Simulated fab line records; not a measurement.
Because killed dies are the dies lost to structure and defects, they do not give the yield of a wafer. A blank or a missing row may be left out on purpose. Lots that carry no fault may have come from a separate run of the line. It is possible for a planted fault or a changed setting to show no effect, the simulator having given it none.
Which tool is to blame? | flow nand harc | 24 lots, 72 wafers sampled, at 2 steps of a route of 1302

WHAT EACH GAUGE READ, for each wafer
NHARC_A_M0_THK_MEAS_24: measures by xrf.
lot  | measured     | on            | thk nm (nm)
L074 | day 23 16:14 | film metro-01 | 110.9 115.2 114.8
L077 | day 23 17:40 | film metro-01 | 115.8 117.1 113.9
L075 | day 23 19:41 | film metro-02 | 110.9 112.0 114.6
L076 | day 23 23:11 | film metro-01 | 112.6 111.4 112.8
L078 | day 24 19:52 | film metro-02 | 112.5 112.0 113.1
L079 | day 24 21:46 | film metro-01 | 115.1 112.5 111.0
L080 | day 25 06:50 | film metro-02 | 111.7 112.8 114.9
L081 | day 26 00:29 | film metro-02 | 112.0 114.8 113.6
L082 | day 26 08:15 | film metro-01 | 112.8 111.5 111.7
L083 | day 26 12:55 | film metro-02 | 114.0 112.8 114.2
L084 | day 26 16:13 | film metro-01 | 113.6 113.5 115.3
L086 | day 26 20:04 | film metro-01 | 111.8 111.3 108.0
L085 | day 27 06:23 | film metro-01 | 114.6 112.7 113.4
L087 | day 28 09:40 | film metro-01 | 111.0 113.6 110.7
L088 | day 28 13:53 | film metro-01 | 114.8 112.0 114.3
L089 | day 28 15:17 | film metro-02 | 114.5 112.9 113.3
L090 | day 29 20:42 | film metro-01 | 112.5 112.7 111.3
L093 | day 30 09:28 | film metro-01 | 115.1 114.5 110.9
L092 | day 30 10:23 | film metro-01 | 114.5 112.9 112.1
L091 | day 30 13:14 | film metro-02 | 115.2 112.0 114.9
L094 | day 30 17:02 | film metro-01 | 112.8 111.6 113.1
L095 | day 31 18:34 | film metro-02 | 115.0 113.8 116.1
L096 | day 32 02:20 | film metro-01 | 112.1 113.0 113.3
L097 | day 32 03:43 | film metro-02 | 115.3 112.4 113.2

TOOL THAT RAN EACH LOT (tool first, then ch and the chambers of the sampled wafers, then the start)
lot  | NHARC_A_M0_DESCUM_14
L074 | rie diel-05 ch 0,1,3, day 23 13:53
L077 | rie diel-05 ch 0,1,3, day 23 15:19
L075 | rie diel-06 ch 2,3, day 23 17:22
L076 | rie diel-06 ch 0,1,3, day 23 20:52
L078 | rie diel-03 ch 1,2, day 24 17:04
L079 | rie diel-05 ch 1,3, day 24 19:26
L080 | rie diel-03 ch 0,1,2, day 25 04:32
L081 | rie diel-05 ch 0,2,3, day 25 22:08
L082 | rie diel-06 ch 0,2, day 26 05:56
L083 | rie diel-06 ch 0,1,2, day 26 10:37
L084 | rie diel-05 ch 2,3, day 26 13:52
L086 | rie diel-05 ch 0,2,3, day 26 17:46
L085 | rie diel-06 ch 2,3, day 27 04:01
L087 | rie diel-06 ch 2,3, day 28 07:20
L088 | rie diel-05 ch 0,1,2, day 28 11:30
L089 | rie diel-06 ch 1,2, day 28 12:54
L090 | rie diel-03 ch 1,3, day 29 18:23
L093 | rie diel-06 ch 0,2,3, day 30 07:08
L092 | rie diel-03 ch 0,1,3, day 30 08:05
L091 | rie diel-05 ch 0,3, day 30 10:55
L094 | rie diel-06 ch 0,1,2, day 30 14:40
L095 | rie diel-06 ch 2,3, day 31 16:16
L096 | rie diel-05 ch 1,2,3, day 31 23:58
L097 | rie diel-06 ch 2,3, day 32 01:11
- NHARC_A_M0_DESCUM_14: chemistry O2, time 3 s.

AS READ BY THE TOOLS THEMSELVES (means over the sampled wafers that have a number; for cases with no such wafer, the mark the record gives instead)
NHARC_A_M0_DESCUM_14.
lot  | tool        | drypump motor current A (A) | oes product au (a.u.) | rf vpp V (V) | showerhead plenum p Torr (Torr) | throttle valve pct (%)
L074 | rie diel-05 | 5.7                         | 0.996                 | 58.8         | 1.98                            | 11.309
L077 | rie diel-05 | 5.7                         | 1.004                 | 57.9         | 1.98                            | 11.308
L075 | rie diel-06 | 5.9                         | 1.004                 | 56.4         | 1.81                            | 11.314
L076 | rie diel-06 | 5.2                         | 0.999                 | 57.9         | 1.92                            | 11.308
L078 | rie diel-03 | 5.4                         | 0.995                 | 58.3         | 1.90                            | 11.303
L079 | rie diel-05 | 5.8                         | 1.002                 | 57.3         | 1.95                            | 11.313
L080 | rie diel-03 | 5.9                         | 1.008                 | 56.9         | 1.93                            | 11.309
L081 | rie diel-05 | 5.5                         | 0.998                 | 58.3         | 2.03                            | 11.321
L082 | rie diel-06 | 5.7                         | 1.008                 | 57.3         | 1.84                            | 11.312
L083 | rie diel-06 | 5.3                         | 1.006                 | 57.7         | 1.91                            | 11.306
L084 | rie diel-05 | 5.6                         | 1.004                 | 58.3         | 2.05                            | 11.320
L086 | rie diel-05 | 5.5                         | 1.002                 | 59.2         | 2.03                            | 11.316
L085 | rie diel-06 | 6.1                         | 1.008                 | 56.7         | 1.80                            | 11.320
L087 | rie diel-06 | 6.0                         | 1.004                 | 56.7         | 1.80                            | 11.314
L088 | rie diel-05 | 5.7                         | 1.004                 | 58.9         | 1.99                            | 11.314
L089 | rie diel-06 | 5.6                         | 1.007                 | 57.3         | 1.86                            | 11.308
L090 | rie diel-03 | 5.9                         | 1.000                 | 58.4         | 1.88                            | 11.312
L093 | rie diel-06 | 5.7                         | 1.003                 | 57.2         | 1.85                            | 11.318
L092 | rie diel-03 | 6.0                         | 1.000                 | 57.6         | 1.92                            | 11.317
L091 | rie diel-05 | 5.5                         | 0.997                 | 58.2         | 2.01                            | 11.324
L094 | rie diel-06 | 5.3                         | 0.994                 | 57.2         | 1.91                            | 11.310
L095 | rie diel-06 | 6.0                         | 1.001                 | 57.2         | 1.80                            | 11.316
L096 | rie diel-05 | 5.7                         | 1.006                 | 58.6         | 2.00                            | 11.307
L097 | rie diel-06 | 6.0                         | 1.000                 | 57.3         | 1.81                            | 11.305

THE ANSWER, worked out from the rows above alone
Rule: what is usual is taken from the lots themselves. The widest of any qualifying gaps counts: lots, ordered by their means at a reading, are off when they make up no more than a third of the lots, leave a main group of 4 or more, and stand apart from it by 3 or more times the standard deviation of that group's means. A main group is skipped when, at the precision printed for the reading in the tables above, its means are all equal. A lot without any number at a reading at which 4 lots or more have one is off too. The other lots that the step has rows for count as sound. The gauges are gone through in route order, then the tools' own readings, and for those a lot's mean is taken as printed above. At the first step where some lot is off, the reading lying furthest off is the one used; lots without a number count as furthest.
No lot is off at any reading shown: from this, nothing can be told.

WHAT HAD BEEN PUT IN BY THE SIMULATOR
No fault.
